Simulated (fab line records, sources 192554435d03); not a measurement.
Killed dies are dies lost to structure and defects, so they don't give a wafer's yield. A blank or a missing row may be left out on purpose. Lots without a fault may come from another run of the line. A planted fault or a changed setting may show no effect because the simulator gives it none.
Which tool did it? | flow n5_finfet | 10 lots, 28 wafers sampled, at 4 steps of a route of 1938

WHAT THE GAUGES READ, wafer by wafer
N5_BEOL_M4_RC_MEAS_101.
lot  | measured     | on        | CJ_N
L454 | day 7 20:13  | prober-01 | 4.35 4.32 4.14
L455 | day 7 22:32  | prober-02 | 4.30 4.22 4.33
L456 | day 9 09:14  | prober-02 | 4.12 4.32 4.16
L458 | day 9 14:45  | prober-02 | 4.39 4.37 4.45
L465 | day 11 11:20 | prober-01 | 4.30 3.40
L466 | day 11 09:59 | prober-02 | 4.36 3.25
L473 | day 13 05:12 | prober-02 | 4.25 4.48 4.35
L474 | day 13 10:51 | prober-01 | 4.27 4.14 4.28
L476 | day 14 07:22 | prober-02 | 4.45 4.36 4.55
L477 | day 14 07:26 | prober-01 | 4.08 4.36 4.35

WHICH TOOL RAN EACH LOT (tool, then ch and the chambers of the sampled wafers, then the start)
lot  | N5_WELL_APT_EPI_41             | N5_BEOL_M4_PRE_CLEAN_60         | N5_BEOL_M4_DEP_57
L454 | epi_rpcvd-02 ch 0, day 1 16:11 | cvd_co-01 ch 0,1, day 7 19:45   | pecvd-03 ch 0,2, day 7 19:55
L455 | epi_rpcvd-04 ch 0, day 1 22:17 | cvd_co-02 ch 1,2, day 7 22:16   | pecvd-01 ch 0,1, day 7 22:25
L456 | epi_rpcvd-01 ch 0, day 2 04:29 | cvd_co-02 ch 0,1,2, day 9 08:31 | pecvd-03 ch 0,1,2, day 9 08:40
L458 | epi_rpcvd-04 ch 0, day 2 16:13 | cvd_co-01 ch 0,1,2, day 9 14:28 | pecvd-04 ch 0,1,2, day 9 14:38
L465 | epi_rpcvd-02 ch 0, day 4 10:07 | cvd_co-02 ch 0,2, day 11 10:55  | pecvd-04 ch 0,2, day 11 11:04
L466 | epi_rpcvd-02 ch 0, day 4 16:17 | cvd_co-01 ch 1,2, day 11 09:07  | pecvd-01 ch 0,1, day 11 09:16
L473 | epi_rpcvd-01 ch 0, day 6 11:05 | cvd_co-02 ch 0,1, day 13 04:46  | pecvd-04 ch 0,2, day 13 04:56
L474 | epi_rpcvd-01 ch 0, day 6 17:14 | cvd_co-02 ch 1,2, day 13 10:23  | pecvd-01 ch 0,2, day 13 10:34
L476 | epi_rpcvd-02 ch 0, day 7 05:41 | cvd_co-02 ch 1,2, day 14 06:44  | pecvd-01 ch 0,2, day 14 06:56
L477 | epi_rpcvd-04 ch 0, day 7 10:27 | cvd_co-02 ch 1,2, day 14 07:07  | pecvd-04 ch 0,1, day 14 07:19
- N5_WELL_APT_EPI_41: deposits Si from SiH4/H2, target thk 50 nm, time 297.7 s.
- N5_BEOL_M4_PRE_CLEAN_60: time 15 s.
- N5_BEOL_M4_DEP_57: deposits SiCN from 3MS/NH3, target thk 8 nm, time 14 s.

THE ANSWER, worked out from the rows above alone
Rule: what is usual is taken from the lots themselves. Put in order of their means at a reading, lots are off if they are a third of the lots or fewer, leave a main group of 4 or more, and stand apart from it by a gap of 3 or more times the standard deviation of the main group's means; of several such gaps the widest counts. A main group whose means are all the same, to the digits that the tables above print for the reading, isn't used. A lot without any number at a reading at which 4 lots or more have one is off too. The other lots that the step has rows for count as sound.
Off: L465, L466, at N5_BEOL_M4_RC_MEAS_101 (CJ_N). The main group: mean 4.31, standard deviation 0.083.
A tool fits if, at a process step before that reading, it ran every lot that is off, and no sound lot after the first of them. The gauges at N5_BEOL_M4_RC_MEAS_101 are tried like those tools. None of those tried fits.

WHAT THE SIMULATOR HAD PUT IN
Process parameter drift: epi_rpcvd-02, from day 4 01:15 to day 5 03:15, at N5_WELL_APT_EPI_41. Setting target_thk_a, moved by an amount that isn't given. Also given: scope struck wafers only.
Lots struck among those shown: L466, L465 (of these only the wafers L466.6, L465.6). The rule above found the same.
